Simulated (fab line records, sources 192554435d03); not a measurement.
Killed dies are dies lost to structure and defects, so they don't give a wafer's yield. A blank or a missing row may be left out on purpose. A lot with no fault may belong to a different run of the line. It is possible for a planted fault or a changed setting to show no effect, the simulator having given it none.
Chamber matching || flow n5Finfet || N5_HKMG_FIN_ETCH_58 on rieDiel-05: 4 sister chambers
The step etches SOC in N2/H2, target depth 215.8 nm, time 741 s. 4 wafers are shown with their chamber, then 7 later ones without.

## WAFERS WITH THEIR CHAMBER
{"wafer": "L523.1", "chamber": 2, "drypumpMotorCurrentA (A)": 6.0}
{"wafer": "L528.1", "chamber": 1, "drypumpMotorCurrentA (A)": 5.0}
{"wafer": "L528.3", "chamber": 3, "drypumpMotorCurrentA (A)": 6.1}
{"wafer": "L531.3", "chamber": 0, "drypumpMotorCurrentA (A)": 5.9}

## WAFERS WITH NO CHAMBER GIVEN
{"wafer": "L531.5", "drypumpMotorCurrentA (A)": 5.9}
{"wafer": "L531.6", "drypumpMotorCurrentA (A)": 5.0}
{"wafer": "L534.1", "drypumpMotorCurrentA (A)": 5.9}
{"wafer": "L534.4", "drypumpMotorCurrentA (A)": 5.0}
{"wafer": "L538.1", "drypumpMotorCurrentA (A)": 5.0}
{"wafer": "L538.2", "drypumpMotorCurrentA (A)": 6.2}
{"wafer": "L538.3", "drypumpMotorCurrentA (A)": 5.9}

## WHICH CHAMBER EACH ONE RAN IN
{"wafer": "L531.5", "from the rows above": 0, "in truth": 0}
{"wafer": "L531.6", "from the rows above": 1, "in truth": 1}
{"wafer": "L534.1", "from the rows above": 0, "in truth": 0}
{"wafer": "L534.4", "from the rows above": 1, "in truth": 1}
{"wafer": "L538.1", "from the rows above": 1, "in truth": 1}
{"wafer": "L538.2", "from the rows above": 3, "in truth": 3}
{"wafer": "L538.3", "from the rows above": 0, "in truth": 0}
7 of 7 placed correctly. From these rows, 0 cannot be placed. 0 placed wrongly.
How it was worked out, from the rows above alone: a wafer's distance from a chamber is the root of the sum, over the readings, of the square of ((its reading less the chamber's mean) divided by the reading's scatter). If the next closest chamber is less than 2 further off than the closest, the wafer can't be placed; otherwise it belongs to the closest. For every chamber, the mean is computed from those of its wafers that are shown. The scatter: with one shown wafer a chamber, the root of the mean of the squares of how far each hidden wafer lies from its nearest shown one.
